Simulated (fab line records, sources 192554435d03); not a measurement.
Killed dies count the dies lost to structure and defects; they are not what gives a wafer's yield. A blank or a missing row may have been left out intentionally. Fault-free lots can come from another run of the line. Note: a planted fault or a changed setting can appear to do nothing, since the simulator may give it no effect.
A struck lot beside a sound one / flow n5-finfet / 36 steps out of a route of 1938
Sound: the wafers L496.1, L496.3, L496.5. Wafers L487.2, L487.3, L487.6 were the ones struck. At the end, the cause is stated.
Order at every step that has rows: each side's tool, ch and its chambers, its first start. Under that, the readings that differ: sound wafers / struck wafers / difference of the means / sigmas: that difference in standard deviations of wafers without a fault.
alike: readings with means less than 2 such deviations apart, plus words and numbers identical on both sides. not compared: withheld readings, readings lacking a value on some wafer, bounds such as >300 that could conceal the same value, and numbers that have no deviation in the record and whose values overlap.
The two part at a step that has a row with sigmas, a row that says differs or no value, or rows on one side only. Non-overlapping numbers with no deviation appear without sigmas and do not part them. Lack of a reading on every wafer of one side parts them only where that side has two or more wafers.

first, 9 steps without rows for these wafers: N5_BEOL_M4_ANNEAL_95 (time 240 s); N5_BEOL_M4_SPUTTER_96 (material Cu, target thk 4.5 nm, time 8.29 s); N5_BEOL_M4_ECD_50 (material Cu, target thk 300 nm); N5_BEOL_M4_ANNEAL_51 (time 90 s); N5_BEOL_M4_CMP_52 (polishes, stops on SiOC, t overpolish 6.8 s, target thk 40 nm); N5_BEOL_M4_PRE_CLEAN_60 (time 15 s); N5_BEOL_M4_CO_CAP_55 (material Co, precursor CCTBA/H2, target thk 2 nm, time 102.1 s); N5_BEOL_M4_PRE_CLEAN_56 (time 15 s); N5_BEOL_M4_DEP_57 (deposits SiCN from 3MS/NH3, target thk 8 nm, time 14 s).
N5_BEOL_M4_RC_MEAS_101:
  sound on prober-02 ch 0, day 14 08:19; struck on prober-01 ch 0, day 13 06:39
  alike: DIBL_N, DIBL_P, IOFF_N, IOFF_P, ION_N, ION_P, SS_N, SS_P, VT_N, VT_P
then, 24 steps without rows for these wafers: N5_BEOL_M5_ILD_DEP_00 (deposits SiCOH lowk from DEMS/porogen, target thk 140.64 nm, time 25.9 s); N5_BEOL_M5_CURE_79 (cures SiCOH lowk, time 240 s); N5_BEOL_M5_PECVD_70 (deposits SiO2 from TEOS/O2, target thk 16 nm, time 18 s); N5_BEOL_M5_HM_DEP_02 (deposits TiN, target thk 20 nm); N5_BEOL_M5_COAT_59 (time 60 s, resist thk 60 nm); N5_BEOL_M5_COAT_60 (time 60 s, resist thk 12 nm); N5_BEOL_M5_COAT_71 (time 60 s, resist thk 5 nm); N5_BEOL_M5_COAT_05 (resist thk 30 nm); N5_BEOL_M5_EBR_07; N5_BEOL_M5_SOFTBAKE_06 (time 60 s); N5_BEOL_M5_EXPOSE_08 (exposes mask M5, target cd 28 nm); N5_BEOL_M5_PEB_09 (peb time 60 s); N5_BEOL_M5_DEVELOP_10 (develop time 30 s); N5_BEOL_M5_DESCUM_16 (chemistry O2, time 7 s); N5_BEOL_M5_ETCH_72 (etches underlayer in N2/H2, target depth 6.5 nm, time 5.2 s); N5_BEOL_M5_ETCH_61 (etches SiARC in CF4, target depth 15.6 nm, time 26 s); N5_BEOL_M5_ETCH_62 (etches SOC in N2/H2, target depth 75 nm, overetch 15 nm, time 112.5 s); N5_BEOL_M5_STRIP_63 (strips in N2/H2); N5_BEOL_M5_STRIP_73 (strips in N2/H2); N5_BEOL_M5_STRIP_64 (strips in CF4); N5_BEOL_M5_HM_OPEN_17 (chemistry Cl2/BCl3, target TiN, target depth 20 nm, overetch 6 nm); N5_BEOL_M5_STRIP_19 (strips in O2); N5_BEOL_M5_COAT_65 (time 60 s, resist thk 60 nm); N5_BEOL_M5_COAT_66 (time 60 s, resist thk 12 nm).
N5_BEOL_M10_VIA_ETCH_34: etches SiCOH lowk in C4F6/O2, target depth 184.5 nm, time 69.2 s.
  sound on rie-diel-03 ch 1,3, day 16 14:27; struck on rie-diel-05 ch 1,2,3, day 15 06:08
  no value came back on the struck wafers for any of 8 readings (C4F6_flow_sccm (sccm), O2_flow_sccm (sccm) and others); on the sound wafers C4F6_flow_sccm (sccm) reads 10.013 10.013 10.004
reading=model.SiARC_of_BEOL_M10_COAT_64.thk-nm (nm); sound=0 0 0; struck=22.4 22.8 22.2; difference=+22.5; sigmas=
reading=model.SOC_of_BEOL_M10_COAT_63.thk-nm (nm); sound=92.2 91.8 92.2; struck=99.8 99.8 100; difference=+7.8; sigmas=
  not compared: rf-hours-counter-h
-- a jump in the record: the struck wafers' starts before and after are 3 days apart (it breaks off in module BEOL_M10 and resumes in module PASSIVATION, where the first step shown is number 1936 of the route) --
N5_PASSIVATION_PROBE_49:
  sound on prober-02, day 19 04:39; struck on prober-01, day 18 00:53
reading=defect-limited-yield (%); sound=89.8 91.4 90.0; struck=0 0 0; difference=-90; sigmas=-65
reading=killed_at_M4_up; sound=12 14 13; struck=1089 1125 1103; difference=+1093; sigmas=+99 or more
reading=killed-dies; sound=120 101 118; struck=1180 1180 1180; difference=+1067; sigmas=+63
reading=killed-on-rim; sound=15 15 16; struck=152 152 152; difference=+137; sigmas=+34
reading=sort_bin_5_function (%); sound=5.8 4.9 5.9; struck=95.1 97.1 96.8; difference=+90.8; sigmas=+91
reading=sort-n-pass; sound=1060 1079 1062; struck=0 0 0; difference=-1067; sigmas=-63
reading=sort-yield-pct (%); sound=89.8 91.4 90.0; struck=0 0 0; difference=-90; sigmas=-65
  alike: killed_at_M0_to_M3, killed-at-contacts, killed-at-front-end, killed-at-other, killed-open, killed-short, sort_bin_4_leakage, sort_bin_6_memory, sort_bin_8_speed

WHERE THEY PART
Earliest at N5_BEOL_M10_VIA_ETCH_34; latest, in this record, at N5_PASSIVATION_PROBE_49.

WHY: whatever the simulator had introduced
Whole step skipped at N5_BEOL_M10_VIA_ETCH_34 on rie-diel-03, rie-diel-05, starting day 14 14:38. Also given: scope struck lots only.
